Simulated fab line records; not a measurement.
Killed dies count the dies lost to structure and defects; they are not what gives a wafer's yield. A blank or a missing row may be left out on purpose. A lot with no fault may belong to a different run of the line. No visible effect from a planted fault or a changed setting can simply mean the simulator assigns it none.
fab line records    flow n5-finfet
record lots=7  wafers=21
route steps=1938 shown TV_LITHO@1879 TV_OPEN@1887 PASSIVATION@1934
start-h: hours from the record's opening day to when the first of the lot's shown wafers began    wait-h: hours from the lot's prior step to this one    " as in the row above    L1.1+2: a single row standing in for several wafers    - either no value or no given start    * or withheld: withheld    < > ~ a bound
route shown NAME@n: names a module that has steps shown in the file, with the first one's number in the route    usual: average and standard deviation across the fault-free wafers    same: alike in all rows    chamber/n: place in a boat    sites: per-site readings    _std_site: their standard deviation    _edge_site: mean of outer sites minus mean of inner sites    radius-mm: how far each site lies from the wafer's centre    mask NAME#n: copy n    behind: the tool/chamber that last shaped the wafer    hold: why the lot went on hold/how many hours it stayed there/how the hold came to an end    device: names the non-switching transistor (n, p or np)    end of line: the route-end tests of the same wafers    a step with no rows: only its recipe    killed: not the wafer's yield, but the dies lost to structure and defects at the first sort    map: a wafer's dies, x killed, . not, _ none there
set.NAME: the setting the step ran with; set.NAME@STEP: the setting that earlier step ran with    model.NAME: the simulator's own value behind a step, which no gauge read
lots whose settings were changed on purpose; a table a step, a row a wafer
## steps
# step N5_PASSIVATION_EXPOSE_07
# recipe mask-id=TV  na=0.55  source-shape=conventional  sigma-outer=0.8  polarization=unpolarized  defocus-nm=0  target-cd-nm=3000  dose-mj=22.75
lot.wafer   tool            chamber  start-h  wait-h  mask  set.dose-mj
L081.1+2    krf-scanner-02  0        304.14   -       TV#0  22.75
L081.4      "               0        "        "       TV#0  23.3
L083.1      krf-scanner-01  0        316.34   -       TV#0  22.75
L083.2+5    "               0        "        "       TV#0  23.32
L084.1+5+6  krf-scanner-01  0        319.67   -       TV#0  22.75
L086.2+4    krf-scanner-01  0        340.07   -       TV#0  22.75
L086.3      "               0        "        "       TV#0  23.93
L088.1+3+6  krf-scanner-02  0        347.68   -       TV#0  22.75
L093.1      krf-scanner-01  0        374.22   -       TV#0  24.34
L093.3+5    "               0        "        "       TV#0  22.75
L091.4      krf-scanner-01  0        381.82   -       TV#0  23.86
L091.5+6    "               0        "        "       TV#0  22.75
# step N5_PASSIVATION_PEB_08
# recipe peb-temp-c=withheld  peb-time-s=*
# step N5_PASSIVATION_DEVELOP_09
# recipe develop-time-s=60  rinse-liquid=diw  dry=air-spin  dev-temp-c=21
# step N5_PASSIVATION_HARDBAKE_11
# recipe temp-c=130  time-s=120
# step N5_PASSIVATION_CD_MEAS_10
# recipe target-cd-nm=3000  landing-energy-ev=500  detector=se-inlens
# usual cd-nm=3000.0/2.4
lot.wafer  tool       chamber  start-h  wait-h  set.dose-mj@PASSIVATION_EXPOSE_07  cd-nm
L081.1     cd-sem-01  0        304.32   -       22.75                              3000.3
L081.2     "          0        "        "       22.75                              3002.3
L081.4     "          0        "        "       23.3                               3009.3
L083.1     cd-sem-03  0        316.52   -       22.75                              3000.1
L083.2     "          0        "        "       23.32                              3008.7
L083.5     "          0        "        "       23.32                              3003.6
L084.1     cd-sem-03  0        319.85   -       22.75                              3004.1
L084.5     "          0        "        "       22.75                              3002.7
L084.6     "          0        "        "       22.75                              2999.4
L086.2     cd-sem-01  0        340.24   -       22.75                              2997.7
L086.3     "          0        "        "       23.93                              3014.9
L086.4     "          0        "        "       22.75                              3002.7
L088.1     cd-sem-03  0        347.86   -       22.75                              3003.2
L088.3     "          0        "        "       22.75                              3002.5
L088.6     "          0        "        "       22.75                              2999.6
L093.1     cd-sem-02  0        374.40   -       24.34                              3016.1
L093.3     "          0        "        "       22.75                              2998.4
L093.5     "          0        "        "       22.75                              3003.1
L091.4     cd-sem-03  0        381.98   -       23.86                              3009.6
L091.5     "          0        "        "       22.75                              3001.4
L091.6     "          0        "        "       22.75                              2997.4
# step N5_PASSIVATION_PASS_ETCH_74
# recipe chemistry=CF4/O2  target=SiNx  target-depth-a=2200  time-s=110  ion-energy-ev=100  pressure-mtorr=40  source-w=535  bias-w=49  Ar_flow_sccm=100  cf4-flow-sccm=100  O2_flow_sccm=10
lot.wafer   tool         chamber  start-h  wait-h  set.cf4-flow-sccm
L081.1      rie-diel-04  3        304.70   0.0     100
L081.2+4    "            1,3      "        "       106.3
L083.1+2+5  rie-diel-05  1,0,3    316.74   0.0     100
L084.1+5+6  rie-diel-03  1,3,0    320.00   0.0     100
L086.2+3    rie-diel-04  2,1      340.40   0.0     100
L086.4      "            0        "        "       90.27
L088.1+3    rie-diel-05  3,1      348.01   0.0     122.5
L088.6      "            2        "        "       100
L093.1+3+5  rie-diel-05  3,2,2    374.55   0.0     100
L091.4+6    rie-diel-04  0,2      382.21   0.1     80.48
L091.5      "            1        "        "       100
# step N5_PASSIVATION_VIA_ETCH_13
# recipe chemistry=CHF3/O2  target=SiO2  target-depth-a=6600  CHF3_flow_sccm=50  O2_flow_sccm=5  Ar_flow_sccm=200  time-s=330  mask-material=PR  pressure-mtorr=30  source-w=650  bias-w=170  ion-energy-ev=200  ends=cleared
# step N5_PASSIVATION_STRIP_14
# recipe chemistry=O2  power-w=600  temp-c=60  pressure-mtorr=30  rf-frequency-hz=6e+07  bias-power-w=0  overash-fraction=0.5  o2-flow-sccm=225
# step N5_PASSIVATION_SRD_72
# recipe dry=ipa-marangoni  time-s=30  temp-c=23  rinse-liquid=diw
# step N5_PASSIVATION_ANNEAL_56
# recipe temp-c=400  time-s=1800  ambient=FGA  idle-temp-c=300  ramp-up-c-per-min=5  ramp-down-c-per-min=3
# step N5_PASSIVATION_PROBE_49
# usual defect-limited-yield=91.5/1.6  killed_at_M0_to_M3=33/10  killed_at_M4_up=13/5.6  killed-at-contacts=13/6  killed-at-front-end=39/12  killed-at-other=3.0/2.8  killed-dies=101/19  killed-open=65/13  killed-short=32/8.3  sort_bin_4_leakage=0.00/0.0072  sort_bin_5_function=5.0/1  sort_bin_6_memory=3.1/0.69  sort_bin_8_speed=0/0  sort-n-pass=1079/19  sort-yield-pct=91.5/1.6
# same gross-dies=1180  killed-at-back-side=0
lot.wafer  tool       chamber  start-h  wait-h  set.cf4-flow-sccm@PASSIVATION_PASS_ETCH_74  defect-limited-yield[%]  killed_at_M0_to_M3  killed_at_M4_up  killed-at-contacts  killed-at-front-end  killed-at-other  killed-dies  killed-open  killed-short  sort_bin_4_leakage[%]  sort_bin_5_function[%]  sort_bin_6_memory[%]  sort_bin_8_speed[%]  sort-n-pass  sort-yield-pct[%]
L081.1     prober-02  -        311.94   0.0     100                                         90.7                     25                  14               10                  56                   5                110          68           32            0                      5.6                     2.9                   0                    1070         90.7
L081.2     prober-02  -        311.99   0.1     106.3                                       90.8                     22                  12               15                  58                   2                109          68           37            11.61                  5.6                     3.0                   0                    934          79.2
L081.4     prober-02  -        312.09   0.2     106.3                                       90.4                     27                  23               10                  46                   7                113          68           41            0.08                   5.4                     3.8                   1.61                 1047         88.7
L083.1     prober-02  -        323.61   0.0     100                                         90.9                     49                  20               11                  24                   3                107          71           34            0                      5.8                     3.1                   0                    1073         90.9
L083.2     prober-02  -        323.66   0.1     100                                         86.9                     66                  23               15                  47                   4                155          89           62            0                      7.2                     5.0                   0                    1025         86.9
L083.5     prober-02  -        323.81   0.2     100                                         88.6                     43                  13               35                  44                   0                135          83           49            0                      7.4                     4.0                   0                    1045         88.6
L084.1     prober-01  -        327.19   0.0     100                                         89.1                     37                  21               14                  54                   3                129          88           34            0                      6.9                     3.6                   0                    1051         89.1
L084.5     prober-01  -        327.39   0.2     100                                         92.1                     26                  8                10                  47                   2                93           60           31            0                      4.7                     2.8                   0                    1087         92.1
L084.6     prober-01  -        327.44   0.3     100                                         90.2                     26                  16               14                  59                   1                116          71           41            0                      5.2                     4.1                   0                    1064         90.2
L086.2     prober-01  -        346.87   0.1     100                                         93.1                     40                  5                8                   28                   0                81           53           25            0                      4.1                     2.6                   0                    1099         93.1
L086.3     prober-01  -        346.92   0.1     100                                         91.7                     37                  10               11                  40                   0                98           58           40            0                      4.1                     3.7                   0                    1082         91.7
L086.4     prober-01  -        346.97   0.2     90.27                                       91.9                     40                  11               16                  28                   1                96           61           31            0                      5.5                     2.3                   0                    1084         91.9
L088.1     prober-01  -        355.45   0.0     122.5                                       82.6                     31                  122              17                  34                   1                205          64           23            0                      14.3                    3.0                   0                    975          82.6
L088.3     prober-01  -        355.55   0.1     122.5                                       91.6                     28                  16               18                  37                   0                99           70           28            0                      5.1                     3.1                   0                    1081         91.6
L088.6     prober-01  -        355.70   0.3     100                                         92.7                     28                  10               16                  30                   2                86           58           26            0                      5.1                     1.9                   2.03                 1070         90.7
L093.1     prober-01  -        381.26   0.0     100                                         89.5                     38                  20               12                  51                   3                124          85           33            0                      6.1                     3.6                   0.17                 1054         89.3
L093.3     prober-01  -        381.36   0.1     100                                         92.5                     47                  8                6                   25                   2                88           55           28            0                      3.9                     3.1                   0                    1092         92.5
L093.5     prober-01  -        381.46   0.2     100                                         91.2                     37                  12               21                  33                   1                104          66           30            0                      5.5                     2.5                   0                    1076         91.2
L091.4     prober-02  -        389.64   0.2     80.48                                       92.9                     28                  13               8                   34                   1                84           53           24            24.07                  3.4                     3.0                   0                    812          68.8
L091.5     prober-02  -        389.69   0.2     100                                         43.8                     14                  599              19                  29                   2                663          47           21            13.47                  53.3                    2.8                   0                    358          30.3
L091.6     prober-02  -        389.74   0.3     80.48                                       93.6                     24                  12               15                  24                   0                75           52           22            0                      3.4                     2.8                   0                    1105         93.6
# killed by level:class
L081.1 STI_FIN_REVEAL:geometric-particle:open=13 FIN_SAQP:geometric-particle:short=10 MOL_CONTACT_COAG:geometric-particle:open=10 BEOL_M0_SAQP:geometric-particle:open=7 HKMG_FIN:area-etch=7 BEOL_M2:geometric-particle:open=6 STI_FIN_REVEAL:geometric-particle:short=5 BEOL_M4:geometric-particle:open=5
L081.2 STI_FIN_REVEAL:geometric-particle:open=22 FIN_SAQP:geometric-particle:short=12 MOL_CONTACT_COAG:geometric-particle:open=11 BEOL_M0_SAQP:geometric-particle:open=6 FIN_SAQP:geometric-particle:open=5 BEOL_M3:geometric-particle:short=4 BEOL_M3:geometric-particle:open=4 BEOL_M5:geometric-particle:open=4
L081.4 STI_FIN_REVEAL:geometric-particle:open=15 FIN_SAQP:geometric-particle:short=10 MOL_CONTACT_COAG:geometric-particle:open=8 BEOL_M0_SAQP:geometric-particle:short=7 BEOL_M0_SAQP:geometric-particle:open=6 BEOL_M8:geometric-particle:open=6 BEOL_M4:geometric-particle:open=5 STI_FIN_REVEAL:geometric-particle:short=4
L083.1 BEOL_M3:geometric-particle:open=11 MOL_CONTACT_COAG:geometric-particle:open=10 FIN_SAQP:geometric-particle:open=9 BEOL_M0_SAQP:geometric-particle:short=9 BEOL_M4:geometric-particle:open=8 BEOL_M0:geometric-particle:open=7 BEOL_M2:geometric-particle:open=6 FIN_SAQP:geometric-particle:short=5
L083.2 BEOL_M0_SAQP:geometric-particle:short=20 FIN_SAQP:geometric-particle:short=19 BEOL_M0_SAQP:geometric-particle:open=19 MOL_CONTACT_COAG:geometric-particle:open=15 BEOL_M4:geometric-particle:open=14 FIN_SAQP:geometric-particle:open=13 BEOL_M3:geometric-particle:open=7 DUMMY_GATE:geometric-particle:open=5
L083.5 MOL_CONTACT_COAG:geometric-particle:open=25 BEOL_M0_SAQP:geometric-particle:short=14 BEOL_M0_SAQP:geometric-particle:open=13 FIN_SAQP:geometric-particle:open=11 FIN_SAQP:geometric-particle:short=11 MOL_CONTACT_COAG:geometric-particle:short=9 STARTING-WAFER:geometric-particle:open=6 BEOL_M0:geometric-particle:open=5
L084.1 STI_FIN_REVEAL:geometric-particle:open=17 MOL_CONTACT_COAG:geometric-particle:open=11 FIN_SAQP:geometric-particle:open=10 FIN_SAQP:geometric-particle:short=9 BEOL_M0_SAQP:geometric-particle:short=8 BEOL_M3:geometric-particle:open=8 BEOL_M0_SAQP:geometric-particle:open=6 BEOL_M2:geometric-particle:open=5
L084.5 STI_FIN_REVEAL:geometric-particle:open=16 FIN_SAQP:geometric-particle:open=10 FIN_SAQP:geometric-particle:short=6 MOL_CONTACT_COAG:geometric-particle:open=6 BEOL_M3:geometric-particle:open=6 BEOL_M0_SAQP:geometric-particle:short=5 STI_FIN_REVEAL:geometric-particle:short=4 STARTING-WAFER:geometric-particle:short=4
L084.6 STI_FIN_REVEAL:geometric-particle:open=18 FIN_SAQP:geometric-particle:short=13 MOL_CONTACT_COAG:geometric-particle:open=11 DUMMY_GATE:geometric-particle:open=7 BEOL_M0_SAQP:geometric-particle:short=7 FIN_SAQP:geometric-particle:open=5 STI_FIN_REVEAL:geometric-particle:short=5 BEOL_M2:geometric-particle:open=5
L086.2 BEOL_M0_SAQP:geometric-particle:open=10 FIN_SAQP:geometric-particle:open=9 BEOL_M0_SAQP:geometric-particle:short=8 MOL_CONTACT_COAG:geometric-particle:open=7 BEOL_M1:geometric-particle:short=5 BEOL_M2:geometric-particle:open=5 BEOL_M1:geometric-particle:open=4 FIN_SAQP:geometric-particle:short=3
L086.3 FIN_SAQP:geometric-particle:short=12 MOL_CONTACT_COAG:geometric-particle:open=10 BEOL_M0_SAQP:geometric-particle:short=9 BEOL_M1:geometric-particle:open=8 FIN_SAQP:geometric-particle:open=7 BEOL_M0_SAQP:geometric-particle:open=7 GATE_CUT:geometric-particle:short=6 BEOL_M2:geometric-particle:open=5
L086.4 MOL_CONTACT_COAG:geometric-particle:open=13 BEOL_M0_SAQP:geometric-particle:short=12 BEOL_M0_SAQP:geometric-particle:open=7 BEOL_M2:geometric-particle:open=7 DUMMY_GATE:geometric-particle:open=6 GATE_CUT:geometric-particle:open=6 BEOL_M3:geometric-particle:open=6 BEOL_M4:geometric-particle:short=4
L088.1 BEOL_M11:area-etch=118 MOL_CONTACT_COAG:geometric-particle:open=14 FIN_SAQP:geometric-particle:open=10 FIN_SAQP:geometric-particle:short=8 BEOL_M1:geometric-particle:open=8 BEOL_M3:geometric-particle:open=7 BEOL_M0_SAQP:geometric-particle:open=6 BEOL_M2:geometric-particle:open=5
L088.3 FIN_SAQP:geometric-particle:open=17 MOL_CONTACT_COAG:geometric-particle:open=11 BEOL_M0_SAQP:geometric-particle:short=8 BEOL_M3:geometric-particle:open=8 MOL_CONTACT_COAG:geometric-particle:short=7 STI_FIN_REVEAL:geometric-particle:open=5 BEOL_M0_SAQP:geometric-particle:open=5 DUMMY_GATE:geometric-particle:open=4
L088.6 MOL_CONTACT_COAG:geometric-particle:open=13 BEOL_M0_SAQP:geometric-particle:open=7 DUMMY_GATE:geometric-particle:open=6 BEOL_M0_SAQP:geometric-particle:short=6 FIN_SAQP:geometric-particle:short=4 FIN_SAQP:geometric-particle:open=4 BEOL_M1:geometric-particle:open=4 BEOL_M3:geometric-particle:open=4
L093.1 BEOL_M4:geometric-particle:open=13 FIN_SAQP:geometric-particle:open=10 BEOL_M3:geometric-particle:open=9 FIN_SAQP:geometric-particle:short=8 MOL_CONTACT_COAG:geometric-particle:open=8 BEOL_M0_SAQP:geometric-particle:open=7 BEOL_M1:geometric-particle:open=7 STI_FIN_REVEAL:geometric-particle:open=6
L093.3 BEOL_M0_SAQP:geometric-particle:short=13 BEOL_M0_SAQP:geometric-particle:open=11 BEOL_M2:geometric-particle:open=8 BEOL_M3:geometric-particle:open=7 BEOL_M1:geometric-particle:open=6 FIN_SAQP:geometric-particle:short=4 STARTING-WAFER:geometric-particle:open=4 STI_FIN_REVEAL:geometric-particle:open=3
L093.5 MOL_CONTACT_COAG:geometric-particle:open=18 BEOL_M1:geometric-particle:open=9 BEOL_M3:geometric-particle:open=9 FIN_SAQP:geometric-particle:short=8 BEOL_M2:geometric-particle:open=5 DUMMY_GATE:area-expose=5 BEOL_M0_SAQP:geometric-particle:open=4 BEOL_M4:geometric-particle:open=4
L091.4 STI_FIN_REVEAL:geometric-particle:open=10 BEOL_M3:geometric-particle:open=8 HKMG_FIN:area-etch=7 BEOL_M1:geometric-particle:open=6 MOL_CONTACT_COAG:geometric-particle:open=5 BEOL_M8:geometric-particle:open=4 GATE_CUT:geometric-particle:short=3 MOL_CONTACT_COAG:geometric-particle:short=3
L091.5 BEOL_M11:area-etch=594 MOL_CONTACT_COAG:geometric-particle:open=16 BEOL_M3:geometric-particle:open=8 STARTING-WAFER:geometric-particle:short=6 STI_FIN_REVEAL:geometric-particle:open=5 DUMMY_GATE:geometric-particle:open=3 SPACER0:geometric-particle:short=3 MOL_CONTACT_COAG:geometric-particle:short=3
L091.6 MOL_CONTACT_COAG:geometric-particle:open=12 BEOL_M3:geometric-particle:open=8 BEOL_M0_SAQP:geometric-particle:open=5 BEOL_M4:geometric-particle:open=4 STI_FIN_REVEAL:geometric-particle:open=3 DUMMY_GATE:geometric-particle:short=3 GATE_CUT:geometric-particle:short=3 MOL_CONTACT_COAG:geometric-particle:short=3
## key
split step=N5_PASSIVATION_EXPOSE_07  setting=dose-mj  stated=22.75  by=wafer
response step=N5_PASSIVATION_CD_MEAS_10  reading=cd-nm  change=+2.4  per=1%  r=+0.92
split step=N5_PASSIVATION_PASS_ETCH_74  setting=cf4-flow-sccm  stated=100  by=wafer
response step=N5_PASSIVATION_PROBE_49  reading=killed_at_M4_up  shape=bent  at-lowest=12  at-stated=56  at-highest=69
response step=N5_PASSIVATION_PROBE_49  reading=sort_bin_5_function  shape=bent  at-lowest=3.4  at-stated=8.9  at-highest=9.7
